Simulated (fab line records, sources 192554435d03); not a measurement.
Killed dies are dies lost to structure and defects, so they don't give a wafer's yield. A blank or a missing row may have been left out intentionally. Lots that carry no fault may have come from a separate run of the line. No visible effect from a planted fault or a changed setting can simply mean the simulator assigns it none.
Chamber matching / flow n5-finfet / N5_MOL_CONTACT_COAG_ALD_123 on ald-sin-01 has 4 sister chambers
The step deposits SiNx, target thk 5 nm, pulse time 1 s, purge time 2 s. 18 wafers are shown with their chamber, then 9 later ones without.

== WAFERS, EACH WITH ITS CHAMBER ==
wafer=L075.2; chamber=1; heater-power-w (W)=810; heater-power-outer-w (W)=529; precursor-pulse-height-rel=0.998
wafer=L075.3; chamber=3; heater-power-w (W)=757; heater-power-outer-w (W)=473; precursor-pulse-height-rel=1.036
wafer=L075.4; chamber=2; heater-power-w (W)=962; heater-power-outer-w (W)=605; precursor-pulse-height-rel=1.015
wafer=L077.1; chamber=2; heater-power-w (W)=944; heater-power-outer-w (W)=610; precursor-pulse-height-rel=0.984
wafer=L077.2; chamber=1; heater-power-w (W)=789; heater-power-outer-w (W)=538; precursor-pulse-height-rel=1.006
wafer=L077.5; chamber=3; heater-power-w (W)=757; heater-power-outer-w (W)=460; precursor-pulse-height-rel=0.979
wafer=L079.3; chamber=0; heater-power-w (W)=991; heater-power-outer-w (W)=593; precursor-pulse-height-rel=0.973
wafer=L079.5; chamber=2; heater-power-w (W)=953; heater-power-outer-w (W)=618; precursor-pulse-height-rel=0.953
wafer=L079.6; chamber=1; heater-power-w (W)=819; heater-power-outer-w (W)=534; precursor-pulse-height-rel=0.992
wafer=L082.1; chamber=3; heater-power-w (W)=758; heater-power-outer-w (W)=447; precursor-pulse-height-rel=0.998
wafer=L082.3; chamber=0; heater-power-w (W)=970; heater-power-outer-w (W)=593; precursor-pulse-height-rel=0.978
wafer=L082.4; chamber=1; heater-power-w (W)=826; heater-power-outer-w (W)=557; precursor-pulse-height-rel=0.991
wafer=L084.1; chamber=3; heater-power-w (W)=759; heater-power-outer-w (W)=480; precursor-pulse-height-rel=1.006
wafer=L084.2; chamber=1; heater-power-w (W)=799; heater-power-outer-w (W)=535; precursor-pulse-height-rel=1.024
wafer=L084.4; chamber=0; heater-power-w (W)=973; heater-power-outer-w (W)=584; precursor-pulse-height-rel=0.987
wafer=L085.2; chamber=3; heater-power-w (W)=753; heater-power-outer-w (W)=476; precursor-pulse-height-rel=1.024
wafer=L085.3; chamber=0; heater-power-w (W)=957; heater-power-outer-w (W)=586; precursor-pulse-height-rel=1.005
wafer=L085.6; chamber=0; heater-power-w (W)=962; heater-power-outer-w (W)=600; precursor-pulse-height-rel=1.008

SIGNATURES (averages over the wafers above)
reading=heater-power-w; chamber 0=970.60; chamber 1=808.60; chamber 2=953.00; chamber 3=756.80; scatter within a chamber=11.2
reading=heater-power-outer-w; chamber 0=591.20; chamber 1=538.60; chamber 2=611.00; chamber 3=467.20; scatter within a chamber=10.2
reading=precursor-pulse-height-rel; chamber 0=0.99020; chamber 1=1.00220; chamber 2=0.98400; chamber 3=1.00860; scatter within a chamber=0.0201
Rule: distance of a wafer from a chamber = root of the sum over the readings of ((wafer's reading minus chamber's mean) / reading's scatter) squared. The wafer belongs to the nearest chamber; if the next one is less than 2 further off, it can't be placed. The scatter is the square root of a quotient: the sum, over the shown wafers, of each reading's squared deviation from its chamber's mean, divided by wafers minus chambers.

== WAFERS WITHOUT THEIR CHAMBER ==
wafer=L091.1; heater-power-w (W)=942; heater-power-outer-w (W)=616; precursor-pulse-height-rel=0.988
wafer=L091.4; heater-power-w (W)=972; heater-power-outer-w (W)=601; precursor-pulse-height-rel=0.998
wafer=L091.6; heater-power-w (W)=806; heater-power-outer-w (W)=541; precursor-pulse-height-rel=0.998
wafer=L095.1; heater-power-w (W)=970; heater-power-outer-w (W)=580; precursor-pulse-height-rel=1.016
wafer=L095.2; heater-power-w (W)=762; heater-power-outer-w (W)=455; precursor-pulse-height-rel=1.004
wafer=L095.4; heater-power-w (W)=954; heater-power-outer-w (W)=616; precursor-pulse-height-rel=0.995
wafer=L097.4; heater-power-w (W)=951; heater-power-outer-w (W)=620; precursor-pulse-height-rel=1.008
wafer=L097.5; heater-power-w (W)=1003; heater-power-outer-w (W)=607; precursor-pulse-height-rel=1.007
wafer=L097.6; heater-power-w (W)=748; heater-power-outer-w (W)=461; precursor-pulse-height-rel=0.976

== WHICH CHAMBER EACH WENT THROUGH ==
wafer=L091.1; from the rows above=2; in truth=2
wafer=L091.4; from the rows above=can't be placed: 0 or 2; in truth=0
wafer=L091.6; from the rows above=1; in truth=1
wafer=L095.1; from the rows above=0; in truth=0
wafer=L095.2; from the rows above=3; in truth=3
wafer=L095.4; from the rows above=2; in truth=2
wafer=L097.4; from the rows above=can't be placed: 2 or 0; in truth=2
wafer=L097.5; from the rows above=can't be placed: 0 or 2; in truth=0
wafer=L097.6; from the rows above=3; in truth=3
6 of 9 placed correctly. Unplaceable from these rows: 3, with the true chamber sitting among the candidates in 3. Placed wrongly: 0.
